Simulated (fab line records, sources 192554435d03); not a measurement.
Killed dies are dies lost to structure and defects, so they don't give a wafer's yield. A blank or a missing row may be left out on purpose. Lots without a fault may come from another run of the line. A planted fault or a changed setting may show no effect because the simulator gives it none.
Split-lot experiment | flow n5_finfet | 7 lots, 21 wafers read, on a route of 1938 steps

THE SPLIT
At N5_MOL_CONTACT_COAG_PECVD_31 (deposits SiO2 from TEOS/O2, target thk 46 nm, time 8.9 s), the setting temp_c was moved away from the recipe's 400 C on 9 of the 21 wafers read, by -4.0% to +4.0%. The other wafers ran this setting at the recipe's value.

FROM THE SPLIT TO THE READING: what the file shows between them, 4 steps
- N5_MOL_CONTACT_COAG_COAT_75: time 60 s, resist thk 60 nm
- N5_MOL_CONTACT_COAG_COAT_76: time 60 s, resist thk 10 nm
- N5_MOL_CONTACT_COAG_ETCHBACK_135: etches SiO2 in CHF3, target depth 25 nm, time 16.7 s
- N5_MOL_CONTACT_COAG_STRIP_118: strips in CHF3

THE READING
etch.depth_nm (the simulator's own value, which no gauge read), in nm, at N5_MOL_CONTACT_COAG_VIA_ETCH_46 (etches SiO2 in C4F6/O2, target depth 46 nm, overetch 9.2 nm, time 40 s). The file gives no usual value for it. The 12 wafers here that ran the recipe average 46.03 nm, standard deviation 0.45 nm.

wafer  | tool, chamber at the split | temp_c as run, C | against the recipe | etch.depth_nm, nm | against lot-mates on the recipe
L077.1 | pecvd-04, 1                | 400              | recipe             | 45.97             | -
L077.2 | pecvd-04, 0                | 400              | recipe             | 45.7              | -
L077.6 | pecvd-04, 2                | 412.7            | +3.2%              | 42.46             | -3.38
L079.2 | pecvd-02, 1                | 416              | +4.0%              | 39.64             | -7.11
L079.4 | pecvd-02, 2                | 400              | recipe             | 46.75             | -
L079.6 | pecvd-02, 1                | 416              | +4.0%              | 40.75             | -6.00
L080.3 | pecvd-02, 0                | 384.1            | -4.0%              | 49.78             | +3.44
L080.4 | pecvd-02, 0                | 384.1            | -4.0%              | 50.54             | +4.20
L080.6 | pecvd-02, 2                | 400              | recipe             | 46.34             | -
L081.1 | pecvd-04, 2                | 407.4            | +1.8%              | 42.99             | -3.15
L081.2 | pecvd-04, 0                | 407.4            | +1.8%              | 43.95             | -2.19
L081.3 | pecvd-04, 1                | 400              | recipe             | 46.14             | -
L083.1 | pecvd-04, 1                | 400              | recipe             | 46.12             | -
L083.3 | pecvd-04, 2                | 400              | recipe             | 45.19             | -
L083.6 | pecvd-04, 2                | 400              | recipe             | 45.91             | -
L085.2 | pecvd-01, 0                | 400              | recipe             | 46.14             | -
L085.4 | pecvd-01, 0                | 393.9            | -1.5%              | 48.73             | +2.59
L085.6 | pecvd-01, 2                | 393.9            | -1.5%              | 48.23             | +2.09
L096.4 | pecvd-04, 1                | 400              | recipe             | 46.62             | -
L096.5 | pecvd-04, 0                | 400              | recipe             | 46.22             | -
L096.6 | pecvd-04, 2                | 400              | recipe             | 45.26             | -

THE FIT
A straight line over all 21 wafers: etch.depth_nm changes by -1.26 nm for each +1% of temp_c; r = -0.97; the points scatter about the line by 0.62 nm.
The same after taking each lot's own level away (the mean of its wafers on the recipe; 21 wafers): -1.29 nm for each +1%; r = -0.97; scatter 0.74 nm.
On that fit, the largest move of temp_c shifts the reading by 5.2 nm.
The lots' own levels span 45.740 to 46.750 nm, that is 2.2 times the standard deviation above.
So the lot-to-lot level changes the slope little: the two slopes agree.
Check: with one of the wafers moved furthest among these (+4.0%) left out of the fit, the line predicts -4.88 nm for it against its lot-mates. It came out at -7.11 nm against them.

OTHER SPLITS ON THESE WAFERS
These wafers also went through other splits before the reading. Each is held against what the fit with the lots' levels taken away leaves over:
other split on the same wafers | wafers away from the commonest value | r with etch.depth_nm (lot level and that fit taken away)
N5_SD_EPI_P_COAT_35 spin_rpm   | 4                                    | -0.11
N5_HKMG_FIN_COAT_43 spin_rpm   | 8                                    | -0.13
N5_HKMG_FIN_ETCH_54 source_w   | 6                                    | -0.16

THE WHOLE CHAIN: every reading that the file lists as answering this split, in the file's order
step                            | what it does                                                           | reading                                                                                   | change (the file's fit)              | r (the file's)
N5_MOL_CONTACT_COAG_PECVD_31    | deposits SiO2 from TEOS/O2, target thk 46 nm, time 8.9 s               | SiO2_of_MOL_CONTACT_COAG_PECVD_31.thk_nm (the simulator's own value, which no gauge read) | -1.28 nm for each +1% of the setting | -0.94
N5_MOL_CONTACT_COAG_VIA_ETCH_46 | etches SiO2 in C4F6/O2, target depth 46 nm, overetch 9.2 nm, time 40 s | etch.depth_nm (the simulator's own value, which no gauge read)                            | -1.27 nm for each +1% of the setting | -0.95

THE FILE'S OWN FIT
etch.depth_nm changes by -1.27 nm for each +1% of temp_c, r = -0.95.
